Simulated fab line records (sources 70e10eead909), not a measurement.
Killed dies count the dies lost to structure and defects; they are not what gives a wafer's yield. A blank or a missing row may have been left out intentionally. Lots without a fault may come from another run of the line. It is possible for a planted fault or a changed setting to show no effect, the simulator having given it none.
Matching of chambers    flow nandHarc    pecvd-01 running NHARC_A_CONTACT_DEP_85: 3 sister chambers
The step deposits SiON, target thk 50 nm. 3 wafers are shown with their chamber, then 9 later ones without.

WAFERS WITH THEIR CHAMBER
wafer   chamber  heaterPowerW (W)
L087.4  0        890
L086.1  2        511
L086.6  1        877

WAFERS WITHOUT THEIR CHAMBER
wafer   heaterPowerW (W)
L090.3  854
L090.5  843
L090.6  873
L091.1  772
L091.3  553
L091.4  781
L096.2  889
L096.3  820
L096.6  825

THE CHAMBER EACH PASSED THROUGH
wafer   from the rows above      in truth
L090.3  can't be placed: 1 or 0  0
L090.5  can't be placed: 1 or 0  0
L090.6  can't be placed: 1 or 0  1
L091.1  can't be placed: 1 or 0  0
L091.3  2                        2
L091.4  can't be placed: 1 or 0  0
L096.2  can't be placed: 0 or 1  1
L096.3  can't be placed: 1 or 0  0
L096.6  can't be placed: 1 or 0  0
Correct placement for 1 of the 9. From these rows, 8 cannot be placed; in 8 the true chamber is one of the candidates. Number placed wrongly: 0.
How it was worked out, from the rows above alone: a wafer's distance from a chamber is the root of the sum, over the readings, of the square of ((its reading less the chamber's mean) divided by the reading's scatter). The wafer belongs to the nearest chamber; if the next one is less than 2 further off, it can't be placed. The mean given for a chamber averages the wafers shown for that chamber. The scatter (one wafer shown for each chamber): square how far every hidden wafer sits from the nearest shown wafer, average those squares and take the square root.
